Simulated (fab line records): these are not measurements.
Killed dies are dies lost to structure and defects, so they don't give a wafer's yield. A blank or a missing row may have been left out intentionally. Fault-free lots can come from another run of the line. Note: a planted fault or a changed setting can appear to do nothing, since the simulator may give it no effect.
Matching of chambers || flow nandHarc || rieDiel-03 running NHARC_A_CONTACT_ETCH_89: 4 sister chambers
The step etches the open film in N2/H2, target depth 260 nm, time 475.3 s. 18 wafers are shown with their chamber, then 9 later ones without.

EACH WAFER AND ITS CHAMBER
{"wafer": "L478.1", "chamber": 1, "drypumpMotorCurrentA (A)": 5.4, "showerheadPlenumPTorr (Torr)": 2.09, "rfVppV (V)": 430.7}
{"wafer": "L478.3", "chamber": 0, "drypumpMotorCurrentA (A)": 5.1, "showerheadPlenumPTorr (Torr)": 1.99, "rfVppV (V)": 429.6}
{"wafer": "L478.4", "chamber": 3, "drypumpMotorCurrentA (A)": 5.8, "showerheadPlenumPTorr (Torr)": 1.93, "rfVppV (V)": 428.2}
{"wafer": "L477.1", "chamber": 1, "drypumpMotorCurrentA (A)": 5.4, "showerheadPlenumPTorr (Torr)": 2.09, "rfVppV (V)": 431.7}
{"wafer": "L477.5", "chamber": 2, "drypumpMotorCurrentA (A)": 6.2, "showerheadPlenumPTorr (Torr)": 1.89, "rfVppV (V)": 425.3}
{"wafer": "L477.6", "chamber": 1, "drypumpMotorCurrentA (A)": 5.4, "showerheadPlenumPTorr (Torr)": 2.09, "rfVppV (V)": 432.5}
{"wafer": "L480.1", "chamber": 3, "drypumpMotorCurrentA (A)": 5.7, "showerheadPlenumPTorr (Torr)": 1.93, "rfVppV (V)": 428.5}
{"wafer": "L480.5", "chamber": 0, "drypumpMotorCurrentA (A)": 5.1, "showerheadPlenumPTorr (Torr)": 1.99, "rfVppV (V)": 428.7}
{"wafer": "L480.6", "chamber": 1, "drypumpMotorCurrentA (A)": 5.4, "showerheadPlenumPTorr (Torr)": 2.09, "rfVppV (V)": 432.2}
{"wafer": "L486.2", "chamber": 3, "drypumpMotorCurrentA (A)": 5.8, "showerheadPlenumPTorr (Torr)": 1.93, "rfVppV (V)": 428.3}
{"wafer": "L486.3", "chamber": 0, "drypumpMotorCurrentA (A)": 5.1, "showerheadPlenumPTorr (Torr)": 1.99, "rfVppV (V)": 428.4}
{"wafer": "L486.6", "chamber": 1, "drypumpMotorCurrentA (A)": 5.4, "showerheadPlenumPTorr (Torr)": 2.09, "rfVppV (V)": 432.2}
{"wafer": "L487.3", "chamber": 1, "drypumpMotorCurrentA (A)": 5.4, "showerheadPlenumPTorr (Torr)": 2.09, "rfVppV (V)": 430.5}
{"wafer": "L487.4", "chamber": 3, "drypumpMotorCurrentA (A)": 5.8, "showerheadPlenumPTorr (Torr)": 1.92, "rfVppV (V)": 425.9}
{"wafer": "L487.6", "chamber": 3, "drypumpMotorCurrentA (A)": 5.8, "showerheadPlenumPTorr (Torr)": 1.92, "rfVppV (V)": 427.4}
{"wafer": "L488.3", "chamber": 3, "drypumpMotorCurrentA (A)": 5.8, "showerheadPlenumPTorr (Torr)": 1.92, "rfVppV (V)": 426.9}
{"wafer": "L488.5", "chamber": 2, "drypumpMotorCurrentA (A)": 6.2, "showerheadPlenumPTorr (Torr)": 1.88, "rfVppV (V)": 426.0}
{"wafer": "L488.6", "chamber": 3, "drypumpMotorCurrentA (A)": 5.8, "showerheadPlenumPTorr (Torr)": 1.92, "rfVppV (V)": 425.9}

SIGNATURES (means of the wafers above)
{"reading": "drypumpMotorCurrentA", "chamber 0": 5.100, "chamber 1": 5.400, "chamber 2": 6.200, "chamber 3": 5.786, "scatter within a chamber": 0.0247}
{"reading": "showerheadPlenumPTorr", "chamber 0": 1.9900, "chamber 1": 2.0900, "chamber 2": 1.8850, "chamber 3": 1.9243, "scatter within a chamber": 0.00398}
{"reading": "rfVppV", "chamber 0": 428.900, "chamber 1": 431.633, "chamber 2": 425.650, "chamber 3": 427.300, "scatter within a chamber": 0.923}
Rule: a wafer lies at a distance from a chamber equal to the root of the sum of squares, over the readings, of (its reading less the chamber's mean, divided by the reading's scatter). If the next closest chamber is less than 2 further off than the closest, the wafer can't be placed; otherwise it belongs to the closest. The scatter is the square root of a quotient: the sum, over the shown wafers, of each reading's squared deviation from its chamber's mean, divided by wafers minus chambers.

WAFERS WHOSE CHAMBER IS MISSING
{"wafer": "L490.3", "drypumpMotorCurrentA (A)": 6.2, "showerheadPlenumPTorr (Torr)": 1.88, "rfVppV (V)": 425.6}
{"wafer": "L490.5", "drypumpMotorCurrentA (A)": 5.4, "showerheadPlenumPTorr (Torr)": 2.08, "rfVppV (V)": 430.9}
{"wafer": "L490.6", "drypumpMotorCurrentA (A)": 5.1, "showerheadPlenumPTorr (Torr)": 1.98, "rfVppV (V)": 428.3}
{"wafer": "L492.1", "drypumpMotorCurrentA (A)": 5.8, "showerheadPlenumPTorr (Torr)": 1.92, "rfVppV (V)": 427.0}
{"wafer": "L492.4", "drypumpMotorCurrentA (A)": 6.2, "showerheadPlenumPTorr (Torr)": 1.88, "rfVppV (V)": 426.8}
{"wafer": "L492.5", "drypumpMotorCurrentA (A)": 6.2, "showerheadPlenumPTorr (Torr)": 1.88, "rfVppV (V)": 424.8}
{"wafer": "L497.4", "drypumpMotorCurrentA (A)": 6.2, "showerheadPlenumPTorr (Torr)": 1.88, "rfVppV (V)": 425.9}
{"wafer": "L497.5", "drypumpMotorCurrentA (A)": 5.8, "showerheadPlenumPTorr (Torr)": 1.92, "rfVppV (V)": 426.9}
{"wafer": "L500.4", "drypumpMotorCurrentA (A)": 5.4, "showerheadPlenumPTorr (Torr)": 2.08, "rfVppV (V)": 432.4}

THE CHAMBER EACH PASSED THROUGH
{"wafer": "L490.3", "from the rows above": 2, "in truth": 2}
{"wafer": "L490.5", "from the rows above": 1, "in truth": 1}
{"wafer": "L490.6", "from the rows above": 0, "in truth": 0}
{"wafer": "L492.1", "from the rows above": 3, "in truth": 3}
{"wafer": "L492.4", "from the rows above": 2, "in truth": 2}
{"wafer": "L492.5", "from the rows above": 2, "in truth": 2}
{"wafer": "L497.4", "from the rows above": 2, "in truth": 2}
{"wafer": "L497.5", "from the rows above": 3, "in truth": 3}
{"wafer": "L500.4", "from the rows above": 1, "in truth": 1}
9 of 9 placed correctly. From these rows, 0 cannot be placed. Placed wrongly: 0.
